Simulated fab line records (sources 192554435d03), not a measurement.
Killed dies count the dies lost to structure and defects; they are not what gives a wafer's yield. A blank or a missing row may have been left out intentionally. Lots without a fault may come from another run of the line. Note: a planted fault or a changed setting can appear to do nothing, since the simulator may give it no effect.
Code-filled problem report in 8D (eight disciplines) form + flow n5-finfet + the parts of the form that need people (team, actions taken, sign-off) are left out

== 1. THE ISSUE ==
Wafers without a fault read 1500.1 rpm, standard deviation 0.95; spin-speed-rpm at N5_BEOL_M1_COAT_61 reads a mean of 762.7 rpm on 6 wafers belonging to 2 lots. So: -99 or more standard deviations from the usual mean.
The step: time 60 s, resist thk 60 nm.
The first sign was on wafer L504.3 at day 9 11:09, on litho-track-03. The record has a number at this step for 27 wafers belonging to 9 lots. By rule, "out" or "out of limits" means more than 4 standard deviations away from the usual mean. The rest of the wafers with a number are treated as sound.

== 2. WHAT THIS IS AND IS NOT ==
| question                    | is                     | is not                                                                          |
|-----------------------------|------------------------|---------------------------------------------------------------------------------|
| which readings at this step | spin-speed-rpm         | plate-temp-C                                                                    |
| which lots                  | L504, L505             | L492, L493, L494, L499, L507, L512, L514                                        |
| which wafers of those lots  | all that have a number | -                                                                               |
| read on which tools         | litho-track-03         | litho-track-01, litho-track-04                                                  |
| when                        | from day 9 11:09       | up to then (12 sound wafers); but 9 sound wafers of L507, L512, L514 came after |

== 3. SUSPECTS, AND WHAT RULES EACH OUT ==
Counting: a tool at any process step up to the reading remains a suspect when it ran all the lots that are out and ran no sound lot after the first of those.
- pvd-sputter-01 at N5_BEOL_M0_SURFACE_TREAT_137: ruled out as a lasting fault. Sound lots L512 ran on it after its first lot that is out, L504 (day 9 04:38).
- litho-track-03 at N5_BEOL_M1_COAT_61 (time 60 s, resist thk 60 nm): kept. Every lot that is out went through it, starting with L504 (day 9 11:09), and after that it ran no sound lot; the last sound lot it ran before then is L494 (day 6 20:51). Its own readings are out on those wafers: spin-speed-rpm.
After counting, what remains is litho-track-03 at N5_BEOL_M1_COAT_61.

== 4. THE CAUSE (what the simulator had put in) ==
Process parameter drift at N5_BEOL_M1_COAT_61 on litho-track-03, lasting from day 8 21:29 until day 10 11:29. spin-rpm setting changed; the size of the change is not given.
After counting, this tool was the only one left.

== 5. THE EFFECT CHAIN, in route order ==
Each row: a reading where the mean over the struck wafers with a number is more than 3 standard deviations away from the usual. Scope: only readings with a usual standard deviation given in the record; hours: median across lots of the time from each lot's start at the first step in this table that gives one to its start at this step; sigmas: change in usual standard deviations.
| hours | step               | reading        | usual      | on struck wafers | change | sigmas      |
|-------|--------------------|----------------|------------|------------------|--------|-------------|
| 0     | N5_BEOL_M1_COAT_61 | spin-speed-rpm | 1500.1 rpm | 762.7            | -737.4 | -99 or more |
The process steps in it:
- N5_BEOL_M1_COAT_61: time 60 s, resist thk 60 nm.
Later steps that measure or inspect, where all struck wafers having a row at the step show a number for every such reading and not one has moved that far: N5_BEOL_M4_RC_MEAS_101.

== 6. HOW IT WOULD HAVE BEEN CAUGHT EARLIER ==
The fault began at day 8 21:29; the first out-of-limits reading in this record came at day 9 11:09, 14 hours later.
